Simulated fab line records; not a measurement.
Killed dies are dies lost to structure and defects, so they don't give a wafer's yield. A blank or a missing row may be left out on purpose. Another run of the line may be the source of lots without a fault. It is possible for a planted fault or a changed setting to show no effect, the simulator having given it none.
Matching of chambers	flow nand harc	4 sister chambers for NHARC_A_BLC_DESCUM_15 on rie diel-04
The step chemistry O2, time 3 s. 16 wafers are shown with their chamber, then 7 later ones without.

## WAFERS PAIRED WITH THEIR CHAMBERS
wafer	chamber	showerhead plenum p Torr (Torr)	drypump motor current A (A)	oes product au (a.u.)
L990.1	2	1.93	6.25	1.004
L990.4	0	1.79	5.57	1.005
L990.5	1	1.88	5.67	1.000
L995.3	0	1.79	5.59	1.002
L995.4	2	1.93	6.27	0.990
L995.5	1	1.88	5.67	0.999
L996.2	1	1.88	5.66	0.997
L996.5	2	1.93	6.26	0.994
L996.6	1	1.88	5.64	0.997
L999.1	3	2.04	6.02	1.007
L999.3	2	1.93	6.27	0.990
L999.4	0	1.79	5.53	1.004
L998.1	2	1.93	6.29	0.992
L998.2	1	1.87	5.68	0.994
L998.3	0	1.79	5.60	1.001
L102.1	1	1.87	5.66	0.995

SIGNATURES, as means of the wafers listed above
reading	chamber 0	chamber 1	chamber 2	chamber 3	scatter within a chamber
showerhead plenum p Torr	1.7900	1.8767	1.9300	2.0400	0.00333
drypump motor current A	5.5725	5.6633	6.2680	6.0200	0.0198
oes product au	1.00300	0.99700	0.99400	1.00700	0.00379
Rule: a wafer lies at a distance from a chamber equal to the root of the sum of squares, over the readings, of (its reading less the chamber's mean, divided by the reading's scatter). If the next closest chamber is less than 2 further off than the closest, the wafer can't be placed; otherwise it belongs to the closest. How the scatter is found: for the shown wafers, subtract from each reading the mean of its chamber, square and add these, divide the total by (wafers less chambers), then take the root.

## WAFERS WITHOUT THEIR CHAMBER
wafer	showerhead plenum p Torr (Torr)	drypump motor current A (A)	oes product au (a.u.)
L102.4	2.03	6.02	1.006
L102.6	1.92	6.25	0.996
L108.1	1.87	5.65	0.999
L108.2	1.92	6.27	1.008
L110.1	2.03	6.03	0.993
L110.2	1.92	6.28	1.000
L110.4	1.79	5.58	0.997

## THE CHAMBER EACH PASSED THROUGH
wafer	from the rows above	in truth
L102.4	3	3
L102.6	2	2
L108.1	1	1
L108.2	2	2
L110.1	3	3
L110.2	2	2
L110.4	0	0
Correctly placed: 7 of 7. Left unplaced by these rows: 0. Wrongly placed: 0.
